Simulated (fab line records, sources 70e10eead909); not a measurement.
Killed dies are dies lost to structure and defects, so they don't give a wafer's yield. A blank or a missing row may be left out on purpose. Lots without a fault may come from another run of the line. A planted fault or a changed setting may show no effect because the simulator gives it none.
One fault seen from 2 desks | flow nand_harc | each desk has only its own numbers; what lay behind them comes last

THE DEFECT DESK
What the inspections along the route counted, lot by lot: means of the sampled wafers that have a number. A lot is out of limits, marked OUT, if its mean lies more than 4 standard deviations from the usual mean; the brackets give that distance.
Columns: A = raw_defect_count at NHARC_A_ZERO_WELL_INSPECT_17, usual 9
lot  | first seen here | A
L366 | day 6 23:06     | 6
L368 | day 7 17:11     | 7
L369 | day 8 07:37     | 9
L370 | day 8 14:16     | 14
L371 | day 9 04:10     | 10
L372 | day 9 06:00     | 11
L378 | day 12 01:50    | 11
L379 | day 12 20:43    | 6
L382 | day 13 08:48    | 16
L385 | day 14 20:06    | 10
L386 | day 15 06:53    | 7
L389 | day 16 14:02    | 8
This desk's finding: nothing out of limits on any of the 12 lots.

THE TOOL OWNER'S DESK: krf_scanner-04
The tool's own readings at NHARC_A_ZERO_WELL_EXPOSE_07 (exposes mask A ZERO): means of the sampled wafers that have a number, for each lot that ran on this tool. A lot is out of limits, marked OUT, if its mean lies more than 4 standard deviations from the usual mean; the brackets give that distance.
Columns: A = exposure_dose_mJ_cm2 at NHARC_A_ZERO_WELL_EXPOSE_07, usual 33.82; B = stage_vel_mm_s at NHARC_A_ZERO_WELL_EXPOSE_07, usual 500.01 mm/s
lot  | first seen here | A                       | B
L366 | day 6 21:27     | 33.88                   | 500.10
L369 | day 8 05:59     | 33.83                   | 500.05
L371 | day 9 02:34     | 33.87                   | 499.97
L378 | day 12 00:13    | 26.03 (-99 or more) OUT | 500.10
L379 | day 12 19:04    | 27.58 (-99 or more) OUT | 500.18
This desk's finding: out of limits on L378, L379; first on L378, day 12 00:13 (exposure_dose_mJ_cm2 at NHARC_A_ZERO_WELL_EXPOSE_07). In limits: L366, L369, L371.

PUT TOGETHER
The tool owner's desk could have raised an alarm at day 12 00:13, on L378, L379.
The defect desk saw nothing out of limits.
The defect desk has L378, L379 on record, within its limits.
Of the lots named, all ran NHARC_A_ZERO_WELL_EXPOSE_07 on krf_scanner-04.

WHAT THE SIMULATOR HAD PUT IN
Process parameter drift: krf_scanner-04, from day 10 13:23 on, at NHARC_A_ZERO_WELL_EXPOSE_07. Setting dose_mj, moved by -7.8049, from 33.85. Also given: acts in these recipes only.
Lots struck among those shown: L378, L379.
Hours from the fault's start to each desk's first reading out of limits: the tool owner's desk, 35.
